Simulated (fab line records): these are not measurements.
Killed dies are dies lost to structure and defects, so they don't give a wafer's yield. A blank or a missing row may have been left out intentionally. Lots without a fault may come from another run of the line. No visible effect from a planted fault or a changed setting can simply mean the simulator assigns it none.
Which tool was responsible? | flow nandHarc | 11 lots with 33 wafers sampled at 2 steps, on a route of 1302 steps

## WHAT THE GAUGES READ, wafer by wafer
NHARC_A_ONON_D1_THK_MEAS_30: measures by ellipsometry.
lot  | measured     | on           | thkNm (nm)
L333 | day 8 14:31  | filmMetro-02 | 991 994 991
L334 | day 8 23:33  | filmMetro-01 | 1001 1001 1000
L335 | day 9 15:47  | filmMetro-01 | 982 979 981
L340 | day 11 15:28 | filmMetro-01 | 999 1001 1000
L342 | day 12 08:50 | filmMetro-01 | 1008 1008 1005
L348 | day 15 04:25 | filmMetro-01 | 1002 1002 1001
L350 | day 15 18:14 | filmMetro-02 | 1021 1022 1022
L351 | day 16 04:41 | filmMetro-02 | 986 989 988
L352 | day 16 18:20 | filmMetro-01 | 980 979 978
L353 | day 16 18:37 | filmMetro-01 | 1006 1007 1007
L354 | day 17 13:35 | filmMetro-01 | 993 994 992

## EACH LOT AND THE TOOL THAT RAN IT (in order: tool; ch and the chambers of the sampled wafers; start)
lot  | NHARC_A_ZERO_WELL_RTA_16
L333 | rtpAnneal-02 ch 0, day 7 03:05
L334 | rtpAnneal-02 ch 0, day 7 15:02
L335 | rtpAnneal-01 ch 0, day 8 02:24
L340 | rtpAnneal-01 ch 0, day 10 04:34
L342 | rtpAnneal-02 ch 0, day 11 01:53
L348 | rtpAnneal-01 ch 0, day 13 19:21
L350 | rtpAnneal-02 ch 0, day 14 07:40
L351 | rtpAnneal-02 ch 0, day 14 17:11
L352 | rtpAnneal-02 ch 0, day 15 08:33
L353 | rtpAnneal-01 ch 0, day 15 12:11
L354 | rtpAnneal-01 ch 0, day 16 01:34
- NHARC_A_ZERO_WELL_RTA_16: time 10 s.

## THE ANSWER, worked out from the rows above alone
Rule: the lots themselves supply what counts as usual. The widest of any qualifying gaps counts: lots, ordered by their means at a reading, are off when they make up no more than a third of the lots, leave a main group of 4 or more, and stand apart from it by 3 or more times the standard deviation of that group's means. A main group whose means are all the same, to the digits that the tables above print for the reading, isn't used. Also off: a lot with no number at a reading for which 4 or more lots have one. Where the step has rows for the other lots, those lots are counted as sound.
Across all readings shown, no lot is off: no conclusion can be drawn from this.

## WHAT HAD BEEN PUT IN BY THE SIMULATOR
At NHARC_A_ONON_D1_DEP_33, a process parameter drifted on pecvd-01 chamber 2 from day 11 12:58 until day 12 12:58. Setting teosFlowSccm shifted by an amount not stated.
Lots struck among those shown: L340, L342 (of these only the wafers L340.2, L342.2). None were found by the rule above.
